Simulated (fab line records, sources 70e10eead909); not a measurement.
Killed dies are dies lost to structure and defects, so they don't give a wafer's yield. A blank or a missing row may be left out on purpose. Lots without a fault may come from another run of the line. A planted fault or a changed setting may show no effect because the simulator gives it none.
A struck lot beside a sound one | flow nand_harc | 15 steps out of a route of 1159
Sound: wafers L479.2, L479.3, L479.5. Struck: wafers L491.1, L491.2, L491.3. The cause comes at the end.
At each step with rows: each side's tool, then ch and its chambers, then its first start. Under that, the readings that differ: sound wafers | struck wafers | difference of the means | sigmas: that difference in standard deviations of wafers without a fault.
alike: readings whose means differ by less than 2 such deviations, and words and numbers that are the same on both sides. not compared: withheld readings, readings that some wafer has no value for, bounds like >300 that may hide the same value, and numbers for which the record gives no deviation and whose values overlap.
The two part at a step that has a row with sigmas, a row that says differs or no value, or rows on one side only. Numbers that don't overlap but have no deviation are shown without sigmas and don't part them. A reading that every wafer of one side lacks parts them only if that side has two wafers or more.

NHARC_A_CHANNEL_FILL_D1_ALD_16: deposits SiO2, target thk 1.5 nm, pulse time 10 s, ald cycles 15.
  sound on ald_hk-04 ch 0,3, day 9 22:33; struck on ald_hk-02 ch 0,1,3, day 13 11:35
  alike: heater_power_w, precursor_pulse_height_rel
then, 2 steps without rows for these wafers: NHARC_A_CHANNEL_FILL_D1_ANNEAL_17 (time 1800 s); NHARC_A_CHANNEL_FILL_D1_CVD_18 (deposits poly-Si, target thk 3 nm).
NHARC_A_CHANNEL_FILL_D1_ETCHBACK_19: etches the open film in HBr/Cl2, target depth 5 nm, time 1.7 s.
  sound on rie_si-06 ch 0,1, day 10 10:12; struck on rie_si-06 ch 0,2,3, day 13 23:14
  alike: drypump_motor_current_A, oes_product_au, rf_fwd_power_W, throttle_valve_pct
  not compared: rf_hours_counter_h
then, 1 step without rows for these wafers: NHARC_A_CHANNEL_FILL_D1_ETCHBACK_20 (etches the open film in C4F8/O2/Ar, target depth 27 nm, time 13.5 s).
NHARC_A_CHANNEL_FILL_D1_STRIP_28: strips in O2, time 20 s.
  sound on rie_diel-11 ch 0,3, day 10 10:47; struck on rie_diel-06 ch 0,1,2, day 13 23:28
  alike: drypump_motor_current_A, o2_flow_sccm, oes_product_au, rf_vpp_V, showerhead_plenum_p_Torr, throttle_valve_pct
  not compared: rf_hours_counter_h
then, 4 steps without rows for these wafers: NHARC_A_CHANNEL_FILL_D1_PRECLEAN_21 (cleans in dHF, time 30 s); NHARC_A_CHANNEL_FILL_D1_SRD_23; NHARC_A_CHANNEL_FILL_D1_CVD_05 (deposits poly-Si, target thk 5 nm); NHARC_A_CHANNEL_FILL_D1_ANNEAL_22 (time 7200 s).
NHARC_A_CHANNEL_FILL_D1_THK_MEAS_06: measures by ellipsometry.
  sound on film_metro-02, day 10 22:20; struck on film_metro-02, day 14 10:56
  alike: thk_nm
NHARC_A_CHANNEL_FILL_D1_ALD_25: deposits SiOx, target thk 60 nm, pulse time 10 s, ald cycles 600.
  sound on ald_hk-01 ch 1,3, day 10 22:23; struck on ald_hk-02 ch 0,1,2, day 14 15:43
  alike: heater_power_w, precursor_pulse_height_rel
NHARC_A_CHANNEL_FILL_D1_ETCHBACK_08: etches the open film in C4F8, target depth 220 nm, time 110 s.
  sound on rie_diel-11 ch 0,2,3, day 11 03:58; struck on rie_diel-06 ch 1,2,3, day 14 20:38
  reading               | sound             | struck            | difference | sigmas
  oes_product_au (a.u.) | 0.94 0.93 0.91    | 1.00 1.11 1.02    | +0.12      | +3
  rf_fwd_power_W (W)    | 594.9 601.8 593.4 | 693.1 690.6 694.1 | +95.9      | +46
  alike: rf_vpp_V
  not compared: rf_hours_counter_h
NHARC_A_CHANNEL_FILL_D1_STRIP_29: strips in O2, time 20 s.
  sound on rie_diel-11 ch 0,3; struck on rie_diel-06 ch 1,2,3
  alike: drypump_motor_current_A, o2_flow_sccm, oes_product_au, rf_vpp_V, showerhead_plenum_p_Torr, throttle_valve_pct
  not compared: rf_hours_counter_h
-- the record jumps here: 9 days lie between the struck wafers' starts before and after (it left off in module A_CHANNEL_FILL_D1 and takes up again in module END, whose first step shown is number 1159 of the route) --
NHARC_END_SORT_01:
  sound on prober-01 ch 0, day 20 09:52; struck on prober-01 ch 0, day 24 01:30
  alike: killed_at_array, killed_at_other, killed_at_periphery, killed_dies, killed_open, killed_short

WHERE THEY PART
Only at NHARC_A_CHANNEL_FILL_D1_ETCHBACK_08, within this record. Later steps at which nothing parts them and some readings are alike: NHARC_A_CHANNEL_FILL_D1_STRIP_29, NHARC_END_SORT_01.

WHY: what the simulator had put in
Process parameter drift: rie_diel-06, from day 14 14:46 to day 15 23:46, at NHARC_A_CHANNEL_FILL_D1_ETCHBACK_08. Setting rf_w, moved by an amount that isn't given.
